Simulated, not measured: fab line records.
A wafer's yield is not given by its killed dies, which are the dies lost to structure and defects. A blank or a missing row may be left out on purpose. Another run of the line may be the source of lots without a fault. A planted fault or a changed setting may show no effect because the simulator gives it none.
fab line records	flow nand-harc
[record] lots = 6	wafers = 18	last-day = 31
route steps=1302 shown A_ONON_D1@426 END@1302
lots that met no fault: from a run of the same line without faults
start-h: start of the lot's first displayed wafer, in hours after the record's first day	wait-h: hours since the lot's step before	" as in the row above	L1.1+2: several wafers, shown together as one row	- no value present, or no start provided	* or withheld: withheld	< > ~ a bound
route shown NAME@n: names a module that has steps shown in the file, with the first one's number in the route	usual: mean and standard deviation over wafers with no fault	same: alike in all rows	chamber/n: place in a boat	sites: the reading at each site	_std_site: the values' standard deviation	_edge_site: the outer-site mean with the inner-site mean subtracted	radius-mm: how far each site lies from the wafer's centre	mask NAME#n: copy n	behind: the last tool/chamber to shape the wafer	hold: what put the lot on hold/how long, in hours/how the hold closed	device: the n, p or np transistor that did not switch	end of line: the route-end tests of the same wafers	where a step has no rows: the recipe by itself	killed: not the wafer's yield, but the dies lost to structure and defects at the first sort	map: shows each die of a wafer: x if killed, . if not, _ if none is there
set.NAME: the setting the step ran with; set.NAME@STEP: the setting that earlier step ran with	model.NAME: the simulator's own value behind a step, which no gauge read
certain route steps with their lots: each step a table, each wafer a row
services: from which hour (start-h, from the record's first day; less than 0 if before it) a tool's chamber was out of use, for how many hours, and why
[[steps]]
[step NHARC_A_ONON_D1_DEP_03]
[recipe] target-thk-a = 10000	n2-flow-sccm = 2750	n2o-flow-sccm = 2000	nh3-flow-sccm = 500	sih4-flow-sccm = 210	temp-c = 400
[step NHARC_A_ONON_D1_THK_MEAS_05]
[recipe] thk-meas-gauge = ellipsometry
[usual] thk-nm = 1001/11
lot.wafer	tool	chamber	start-h	wait-h	thk-nm
L375.1	film-metro-02	-	169.62	-	1013
L375.3	"	-	"	"	1015
L375.4	"	-	"	"	1015
L384.1	film-metro-01	-	259.97	-	1020
L384.3	"	-	"	"	1022
L384.6	"	-	"	"	1020
L385.2	film-metro-01	-	275.28	-	1005
L385.4	"	-	"	"	1006
L385.5	"	-	"	"	1005
L389.2	film-metro-02	-	316.04	-	1001
L389.3	"	-	"	"	1001
L389.6	"	-	"	"	1004
L390.2	film-metro-02	-	323.46	-	1013
L390.3	"	-	"	"	1015
L390.5	"	-	"	"	1014
L391.1	film-metro-02	-	332.57	-	980
L391.4	"	-	"	"	979
L391.5	"	-	"	"	978
[step NHARC_A_ONON_D1_DEP_06]
[recipe] target-thk-a = 10000	n2-flow-sccm = 2750	n2o-flow-sccm = 2000	nh3-flow-sccm = 500	sih4-flow-sccm = 210	temp-c = 400
[step NHARC_A_ONON_D1_THK_MEAS_08]
[recipe] thk-meas-gauge = ellipsometry
[usual] thk-nm = 997/9.9
lot.wafer	tool	chamber	start-h	wait-h	thk-nm
L375.1	film-metro-01	-	170.19	-	988
L375.3	"	-	"	"	987
L375.4	"	-	"	"	987
L384.1	film-metro-01	-	260.54	-	975
L384.3	"	-	"	"	976
L384.6	"	-	"	"	977
L385.2	film-metro-01	-	275.85	-	992
L385.4	"	-	"	"	992
L385.5	"	-	"	"	991
L389.2	film-metro-02	-	316.61	-	991
L389.3	"	-	"	"	988
L389.6	"	-	"	"	990
L390.2	film-metro-02	-	324.02	-	984
L390.3	"	-	"	"	984
L390.5	"	-	"	"	985
L391.1	film-metro-02	-	333.14	-	1004
L391.4	"	-	"	"	1004
L391.5	"	-	"	"	1002
[step NHARC_A_ONON_D1_DEP_09]
[recipe] target-thk-a = 10000	n2-flow-sccm = 2750	n2o-flow-sccm = 2000	nh3-flow-sccm = 500	sih4-flow-sccm = 210	temp-c = 400
[step NHARC_A_ONON_D1_THK_MEAS_11]
[recipe] thk-meas-gauge = ellipsometry
[usual] thk-nm = 1000/9.3
lot.wafer	tool	chamber	start-h	wait-h	thk-nm
L375.1	film-metro-02	-	170.76	-	1010
L375.3	"	-	"	"	1009
L375.4	"	-	"	"	1013
L384.1	film-metro-01	-	261.11	-	986
L384.3	"	-	"	"	987
L384.6	"	-	"	"	988
L385.2	film-metro-01	-	276.42	-	994
L385.4	"	-	"	"	996
L385.5	"	-	"	"	997
L389.2	film-metro-02	-	317.17	-	1008
L389.3	"	-	"	"	1010
L389.6	"	-	"	"	1009
L390.2	film-metro-02	-	324.60	-	1003
L390.3	"	-	"	"	1002
L390.5	"	-	"	"	1003
L391.1	film-metro-02	-	333.72	-	988
L391.4	"	-	"	"	987
L391.5	"	-	"	"	989
[step NHARC_A_ONON_D1_DEP_12]
[recipe] target-thk-a = 10000	n2-flow-sccm = 2750	n2o-flow-sccm = 2000	nh3-flow-sccm = 500	sih4-flow-sccm = 210	temp-c = 400
[step NHARC_A_ONON_D1_THK_MEAS_14]
[recipe] thk-meas-gauge = ellipsometry
[usual] thk-nm = 999/9.6
lot.wafer	tool	chamber	start-h	wait-h	thk-nm
L375.1	film-metro-01	-	171.32	-	999
L375.3	"	-	"	"	998
L375.4	"	-	"	"	999
L384.1	film-metro-02	-	261.67	-	999
L384.3	"	-	"	"	999
L384.6	"	-	"	"	998
L385.2	film-metro-01	-	276.97	-	981
L385.4	"	-	"	"	979
L385.5	"	-	"	"	980
L389.2	film-metro-02	-	317.75	-	1003
L389.3	"	-	"	"	1003
L389.6	"	-	"	"	1003
L390.2	film-metro-02	-	325.18	-	1004
L390.3	"	-	"	"	1006
L390.5	"	-	"	"	1004
L391.1	film-metro-02	-	334.29	-	1004
L391.4	"	-	"	"	1002
L391.5	"	-	"	"	1004
[step NHARC_A_ONON_D1_ANNEAL_15]
[recipe] temp-c = 750	time-s = 3600
[step NHARC_A_ONON_D1_DEP_16]
[recipe] target-thk-a = 10000	n2-flow-sccm = 2750	n2o-flow-sccm = 2000	nh3-flow-sccm = 500	sih4-flow-sccm = 210	temp-c = 400
[step NHARC_A_ONON_D1_THK_MEAS_18]
[recipe] thk-meas-gauge = ellipsometry
[usual] thk-nm = 1003/9.7
lot.wafer	tool	chamber	start-h	wait-h	thk-nm
L375.1	film-metro-02	-	179.30	-	994
L375.3	"	-	"	"	995
L375.4	"	-	"	"	995
L384.1	film-metro-01	-	271.21	-	1016
L384.3	"	-	"	"	1014
L384.6	"	-	"	"	1016
L385.2	film-metro-01	-	284.57	-	1009
L385.4	"	-	"	"	1010
L385.5	"	-	"	"	1009
L389.2	film-metro-02	-	327.14	-	1003
L389.3	"	-	"	"	1005
L389.6	"	-	"	"	1004
L390.2	film-metro-02	-	333.99	-	1008
L390.3	"	-	"	"	1008
L390.5	"	-	"	"	1006
L391.1	film-metro-02	-	342.05	-	1008
L391.4	"	-	"	"	1008
L391.5	"	-	"	"	1009
[step NHARC_A_ONON_D1_DEP_19]
[recipe] target-thk-a = 10000	n2-flow-sccm = 2750	n2o-flow-sccm = 2000	nh3-flow-sccm = 500	sih4-flow-sccm = 210	temp-c = 400
lot.wafer	tool	chamber	start-h	wait-h
L375.1+3+4	pecvd-onon-03	0	179.36	0.1
L384.1+3+6	pecvd-onon-03	0	271.40	0.2
L385.2+4+5	pecvd-onon-03	0	284.69	0.1
L389.2+3+6	pecvd-onon-02	0	327.25	0.1
L390.2+3+5	pecvd-onon-03	0	334.11	0.1
L391.1+4+5	pecvd-onon-03	0	342.11	0.1
[step NHARC_A_ONON_D1_THK_MEAS_21]
[recipe] thk-meas-gauge = ellipsometry
[usual] thk-nm = 1003/12
lot.wafer	tool	chamber	start-h	wait-h	thk-nm
L375.1	film-metro-01	-	179.87	-	996
L375.3	"	-	"	"	997
L375.4	"	-	"	"	997
L384.1	film-metro-02	-	271.92	-	1009
L384.3	"	-	"	"	1008
L384.6	"	-	"	"	1008
L385.2	film-metro-02	-	285.14	-	997
L385.4	"	-	"	"	996
L385.5	"	-	"	"	996
L389.2	film-metro-02	-	327.71	-	1010
L389.3	"	-	"	"	1012
L389.6	"	-	"	"	1012
L390.2	film-metro-02	-	334.56	-	994
L390.3	"	-	"	"	615
L390.5	"	-	"	"	994
L391.1	film-metro-02	-	342.62	-	997
L391.4	"	-	"	"	619
L391.5	"	-	"	"	996
[step NHARC_A_ONON_D1_DEP_22]
[recipe] target-thk-a = 10000	n2-flow-sccm = 2750	n2o-flow-sccm = 2000	nh3-flow-sccm = 500	sih4-flow-sccm = 210	temp-c = 400
[step NHARC_END_SORT_01]
[recipe] temp-c = 25
[usual] killed-at-array = 59/20	killed-at-other = 0.8/1.2	killed-at-periphery = 3.5/2.2	killed-dies = 63/20	killed-open = 3.3/1.8	killed-short = 2.6/1.7
[same] gross-dies = 677
lot.wafer	tool	chamber	start-h	wait-h	killed-at-array	killed-at-other	killed-at-periphery	killed-dies	killed-open	killed-short
L385.2	prober-01	0	665.63	2.8	44	0	2	46	1	2
L385.4	prober-01	0	667.21	3.4	57	0	10	67	5	7
L385.5	prober-01	0	668.00	3.7	32	0	4	36	4	2
L384.1	prober-02	0	670.68	2.5	32	0	8	40	5	1
L384.3	prober-02	0	672.26	3.1	42	1	2	45	5	3
L384.6	prober-02	0	674.63	3.9	37	1	5	43	5	3
L390.2	prober-02	0	710.77	2.8	73	1	6	80	5	3
L390.3	prober-02	0	711.57	3.1	671	0	6	677	5	4
L390.5	prober-02	0	713.17	3.7	76	0	6	82	4	2
L391.1	prober-02	0	747.21	2.5	45	0	6	51	10	2
L391.4	prober-02	0	749.60	3.4	676	0	1	677	3	4
L391.5	prober-02	0	750.39	3.7	32	0	1	33	4	2
// killed by level:class
L385.2 A_CHANNEL_HOLE_D1:chamber-film-flake=24 A_ZERO_WELL:chamber-film-flake=4 A_STAIRCASE:chamber-film-flake=4 A_BLC:chamber-film-flake=3 P_M1:chamber-film-flake=2 A_CONTACT:chamber-film-flake=2 A_ONON_D2:geometric-particle:short=1 A_CHANNEL_FILL_D2:geometric-particle:short=1
L385.4 A_CHANNEL_HOLE_D1:chamber-film-flake=31 P_GATE:chamber-film-flake=5 A_BLC:chamber-film-flake=4 A_WL_FILL:geometric-particle:short=3 A_SLIT:chamber-film-flake=3 A_CONTACT:chamber-film-flake=3 A_BONDPAD:chamber-film-flake=3 P_CONTACT:geometric-particle:open=2
L385.5 A_CHANNEL_HOLE_D1:chamber-film-flake=20 A_STAIRCASE:chamber-film-flake=3 A_BLC:chamber-film-flake=2 P_CONTACT:geometric-particle:short=1 P_CONTACT:geometric-particle:open=1 A_ONON_D1:geometric-particle:short=1 A_CHANNEL_HOLE_D1:geometric-particle:open=1 A_DECK1_JOINT:geometric-particle:open=1
L384.1 A_CHANNEL_HOLE_D2:chamber-film-flake=15 A_CHANNEL_HOLE_D1:chamber-film-flake=7 P_M2:chamber-film-flake=4 A_CONTACT:chamber-film-flake=4 P_ZERO_WELL:chamber-film-flake=2 P_GATE:geometric-particle:open=1 A_ONON_D1:geometric-particle:open=1 A_ONON_D1:geometric-particle:short=1
L384.3 A_CHANNEL_HOLE_D2:chamber-film-flake=18 A_CHANNEL_HOLE_D1:chamber-film-flake=6 A_STAIRCASE:chamber-film-flake=4 A_CONTACT:chamber-film-flake=3 A_CHANNEL_FILL_D1:geometric-particle:open=2 A_ONON_D1:geometric-particle:open=1 A_ONON_D2:geometric-particle:short=1 A_CHANNEL_HOLE_D2:geometric-particle:open=1
L384.6 A_CHANNEL_HOLE_D2:chamber-film-flake=15 A_CHANNEL_HOLE_D1:chamber-film-flake=7 A_CONTACT:chamber-film-flake=4 A_DECK1_JOINT:chamber-film-flake=3 A_STAIRCASE:chamber-film-flake=2 P_STI:geometric-particle:short=1 P_GATE:geometric-particle:open=1 P_M0:geometric-particle:short=1
L390.2 A_CHANNEL_HOLE_D2:chamber-film-flake=19 A_SLIT:chamber-film-flake=19 A_CHANNEL_HOLE_D1:chamber-film-flake=11 A_STAIRCASE:chamber-film-flake=11 A_CONTACT:chamber-film-flake=4 P_GATE:chamber-film-flake=3 P_M2:geometric-particle:open=1 A_SOURCE_PLATE:geometric-particle:short=1
L390.3 A_ONON_D1:area-dep=608 A_SLIT:chamber-film-flake=26 A_CHANNEL_HOLE_D2:chamber-film-flake=17 A_CONTACT:chamber-film-flake=8 A_STAIRCASE:chamber-film-flake=4 A_CHANNEL_HOLE_D1:chamber-film-flake=3 A_CHANNEL_FILL_D2:geometric-particle:short=2 A_M0:geometric-particle:open=2
L390.5 A_SLIT:chamber-film-flake=28 A_CHANNEL_HOLE_D2:chamber-film-flake=23 A_CHANNEL_HOLE_D1:chamber-film-flake=9 A_STAIRCASE:chamber-film-flake=6 A_CONTACT:chamber-film-flake=5 A_M0:geometric-particle:open=3 P_M2:chamber-film-flake=3 P_CONTACT:geometric-particle:short=1
L391.1 A_CHANNEL_HOLE_D1:chamber-film-flake=10 A_SLIT:chamber-film-flake=8 A_CONTACT:chamber-film-flake=7 A_M1:chamber-film-flake=5 P_CONTACT:geometric-particle:open=2 A_DECK1_JOINT:geometric-particle:open=2 A_M0:geometric-particle:open=2 A_STAIRCASE:chamber-film-flake=2
L391.4 A_ONON_D1:area-dep=633 A_CHANNEL_HOLE_D1:chamber-film-flake=12 A_CONTACT:chamber-film-flake=9 A_M1:chamber-film-flake=7 A_SLIT:chamber-film-flake=4 A_ONON_D2:geometric-particle:short=2 A_WL_FILL:chamber-film-flake=2 A_ONON_D1:geometric-particle:short=1
L391.5 A_CHANNEL_HOLE_D1:chamber-film-flake=10 A_CONTACT:chamber-film-flake=8 A_ONON_D2:geometric-particle:open=2 A_STAIRCASE:chamber-film-flake=2 A_M1:chamber-film-flake=2 A_M0:geometric-particle:short=1 A_ONON_D1:geometric-particle:short=1 A_CHANNEL_FILL_D1:geometric-particle:open=1
// map L390.3 (x killed, . not)
____________x____________
_________xxxxxxx_________
_______xxxxxxxxxxx_______
______xxxxxxxxxxxxx______
_____xxxxxxxxxxxxxxx_____
____xxxxxxxxxxxxxxxxx____
____xxxxxxxxxxxxxxxxx____
___xxxxxxxxxxxxxxxxxxx___
___xxxxxxxxxxxxxxxxxxx___
__xxxxxxxxxxxxxxxxxxxxx__
__xxxxxxxxxxxxxxxxxxxxx__
_xxxxxxxxxxxxxxxxxxxxxxx_
_xxxxxxxxxxxxxxxxxxxxxxx_
_xxxxxxxxxxxxxxxxxxxxxxx_
_xxxxxxxxxxxxxxxxxxxxxxx_
_xxxxxxxxxxxxxxxxxxxxxxx_
xxxxxxxxxxxxxxxxxxxxxxxxx
xxxxxxxxxxxxxxxxxxxxxxxxx
xxxxxxxxxxxxxxxxxxxxxxxxx
xxxxxxxxxxxxxxxxxxxxxxxxx
xxxxxxxxxxxxxxxxxxxxxxxxx
_xxxxxxxxxxxxxxxxxxxxxxx_
_xxxxxxxxxxxxxxxxxxxxxxx_
_xxxxxxxxxxxxxxxxxxxxxxx_
_xxxxxxxxxxxxxxxxxxxxxxx_
_xxxxxxxxxxxxxxxxxxxxxxx_
__xxxxxxxxxxxxxxxxxxxxx__
__xxxxxxxxxxxxxxxxxxxxx__
___xxxxxxxxxxxxxxxxxxx___
___xxxxxxxxxxxxxxxxxxx___
____xxxxxxxxxxxxxxxxx____
____xxxxxxxxxxxxxxxxx____
_____xxxxxxxxxxxxxxx_____
______xxxxxxxxxxxxx______
_______xxxxxxxxxxx_______
_________xxxxxxx_________
____________x____________
// map L391.4 (x killed, . not)
____________x____________
_________xxxxxxx_________
_______xxxxxxxxxxx_______
______xxxxxxxxxxxxx______
_____xxxxxxxxxxxxxxx_____
____xxxxxxxxxxxxxxxxx____
____xxxxxxxxxxxxxxxxx____
___xxxxxxxxxxxxxxxxxxx___
___xxxxxxxxxxxxxxxxxxx___
__xxxxxxxxxxxxxxxxxxxxx__
__xxxxxxxxxxxxxxxxxxxxx__
_xxxxxxxxxxxxxxxxxxxxxxx_
_xxxxxxxxxxxxxxxxxxxxxxx_
_xxxxxxxxxxxxxxxxxxxxxxx_
_xxxxxxxxxxxxxxxxxxxxxxx_
_xxxxxxxxxxxxxxxxxxxxxxx_
xxxxxxxxxxxxxxxxxxxxxxxxx
xxxxxxxxxxxxxxxxxxxxxxxxx
xxxxxxxxxxxxxxxxxxxxxxxxx
xxxxxxxxxxxxxxxxxxxxxxxxx
xxxxxxxxxxxxxxxxxxxxxxxxx
_xxxxxxxxxxxxxxxxxxxxxxx_
_xxxxxxxxxxxxxxxxxxxxxxx_
_xxxxxxxxxxxxxxxxxxxxxxx_
_xxxxxxxxxxxxxxxxxxxxxxx_
_xxxxxxxxxxxxxxxxxxxxxxx_
__xxxxxxxxxxxxxxxxxxxxx__
__xxxxxxxxxxxxxxxxxxxxx__
___xxxxxxxxxxxxxxxxxxx___
___xxxxxxxxxxxxxxxxxxx___
____xxxxxxxxxxxxxxxxx____
____xxxxxxxxxxxxxxxxx____
_____xxxxxxxxxxxxxxx_____
______xxxxxxxxxxxxx______
_______xxxxxxxxxxx_______
_________xxxxxxx_________
____________x____________
[[services]]
tool	chamber	start-h	hours	kind
pecvd-onon-02	-	185.00	13.0	pm
pecvd-onon-03	-	227.25	13.0	pm
[[key]]
[first-sign] step = NHARC_A_ONON_D1_THK_MEAS_21	reading = thk-nm	direction = down	sigmas = 34	usual = 1003	struck = 617
[effect] step = NHARC_END_SORT_01	reading = killed-at-array	direction = up	sigmas = 31	usual = 59	struck = 674
[more-kills-born-at] NHARC_A_ONON_D1_DEP_19@pecvd-onon-03 = 1241
met-at NHARC_A_ONON_D1_DEP_19
struck-wafers L390.3,L391.4
later-rows-left-out L390.3,L391.4
tester-left-out L390,L391
onset-between 284.69 334.11
[fault] kind = process-parameter-drift	tool = pecvd-onon-03	chamber = -	onset-h = 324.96	steps = NHARC_A_ONON_D1_DEP_19	channel = target-thk-a	offset = *	shape = step	end-h = 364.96	scope = struck-wafers-only	acts-in = *	stated = *
// tester-left-out: of these lots the tester's yield and bins aren't shown, on N5 and GAA mostly nor the transistor test; their killed dies are dies lost to structure and defects alone, not to doping, threshold or leakage, so they don't give the yield
// later-rows-left-out: the simulator's readings of these wafers behind a module that went badly wrong aren't trusted and aren't shown, but for the sort
